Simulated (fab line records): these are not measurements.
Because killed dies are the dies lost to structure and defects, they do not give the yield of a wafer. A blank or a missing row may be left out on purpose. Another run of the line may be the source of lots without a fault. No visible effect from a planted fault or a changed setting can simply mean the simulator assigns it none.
Chamber matching :: flow n5Finfet :: N5_BEOL_M5_ALD_86 on aldMetal-04: 4 sister chambers
The step deposits TaN, pulse time 2 s, purge time 3 s, co reactant purge time 2 s. 4 wafers are shown with their chamber, then 9 later ones without.

## WAFERS PAIRED WITH THEIR CHAMBERS
wafer: L080.2
chamber: 2
heaterPowerW (W): 447

wafer: L081.4
chamber: 1
heaterPowerW (W): 416

wafer: L083.1
chamber: 0
heaterPowerW (W): 422

wafer: L083.6
chamber: 3
heaterPowerW (W): 424

## WAFERS WITH NO CHAMBER GIVEN
wafer: L084.3
heaterPowerW (W): 418

wafer: L084.5
heaterPowerW (W): 431

wafer: L084.6
heaterPowerW (W): 425

wafer: L086.1
heaterPowerW (W): 414

wafer: L086.4
heaterPowerW (W): 429

wafer: L086.5
heaterPowerW (W): 456

wafer: L096.3
heaterPowerW (W): 424

wafer: L096.4
heaterPowerW (W): 409

wafer: L096.6
heaterPowerW (W): 417

## THE CHAMBER EACH PASSED THROUGH
wafer: L084.3
from the rows above: can't be placed: 1 or 0 or 3
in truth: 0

wafer: L084.5
from the rows above: can't be placed: 3 or 0 or 1 or 2
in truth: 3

wafer: L084.6
from the rows above: can't be placed: 3 or 0 or 1
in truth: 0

wafer: L086.1
from the rows above: can't be placed: 1 or 0 or 3
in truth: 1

wafer: L086.4
from the rows above: can't be placed: 3 or 0 or 1
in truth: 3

wafer: L086.5
from the rows above: 2
in truth: 2

wafer: L096.3
from the rows above: can't be placed: 3 or 0 or 1
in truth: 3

wafer: L096.4
from the rows above: can't be placed: 1 or 0 or 3
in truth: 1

wafer: L096.6
from the rows above: can't be placed: 1 or 0 or 3
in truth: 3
Placed correctly: 1 of 9. Cannot be placed on the basis of these rows: 8; the candidates contain the true chamber in 8. Placed wrongly: 0.
How it was worked out, from the rows above alone: a wafer's distance from a chamber is the root of the sum, over the readings, of the square of ((its reading less the chamber's mean) divided by the reading's scatter). The wafer belongs to the nearest chamber; if the next one is less than 2 further off, it can't be placed. The mean given for a chamber averages the wafers shown for that chamber. The scatter (one wafer shown for each chamber): square how far every hidden wafer sits from the nearest shown wafer, average those squares and take the square root.
